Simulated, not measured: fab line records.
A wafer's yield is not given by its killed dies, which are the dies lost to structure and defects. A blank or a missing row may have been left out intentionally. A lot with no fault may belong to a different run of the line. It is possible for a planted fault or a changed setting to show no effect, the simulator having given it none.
Matching of chambers	flow n5Finfet	3 sister chambers for N5_BEOL_M10_PECVD_70 on pecvd-04
The step deposits SiO2 from TEOS/O2, target thk 20 nm, time 22.7 s. 6 wafers are shown with their chamber, then 10 later ones without.

WAFERS, EACH WITH ITS CHAMBER
wafer	chamber	throttleValvePct (%)	heaterPowerW (W)
L085.3	0	22.2	773
L083.1	0	22.2	832
L086.1	1	23.6	642
L086.4	2	21.2	718
L089.2	2	21.5	707
L089.5	1	23.2	609

WAFERS WITH NO CHAMBER GIVEN
wafer	throttleValvePct (%)	heaterPowerW (W)
L089.6	21.2	716
L091.1	22.1	757
L091.3	21.5	783
L091.5	22.2	734
L092.2	23.1	711
L092.4	22.3	867
L092.5	23.3	717
L096.1	23.3	629
L096.5	22.3	742
L096.6	21.5	720

WHICH CHAMBER EACH ONE RAN IN
wafer	from the rows above	in truth
L089.6	2	2
L091.1	0	0
L091.3	can't be placed: 2 or 0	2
L091.5	can't be placed: 0 or 2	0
L092.2	1	1
L092.4	0	0
L092.5	1	1
L096.1	1	1
L096.5	0	0
L096.6	2	2
8 of 10 placed correctly. Can't be placed from these rows: 2 (the true chamber is among the candidates in 2). Wrongly placed: 0.
How it was worked out, from the rows above alone: a wafer's distance from a chamber is the root of the sum, over the readings, of the square of ((its reading less the chamber's mean) divided by the reading's scatter). If the next closest chamber is less than 2 further off than the closest, the wafer can't be placed; otherwise it belongs to the closest. The mean given for a chamber averages the wafers shown for that chamber. The scatter: take each reading less its chamber's mean, square it, sum over the shown wafers, divide by the number of wafers less the number of chambers, and take the root.
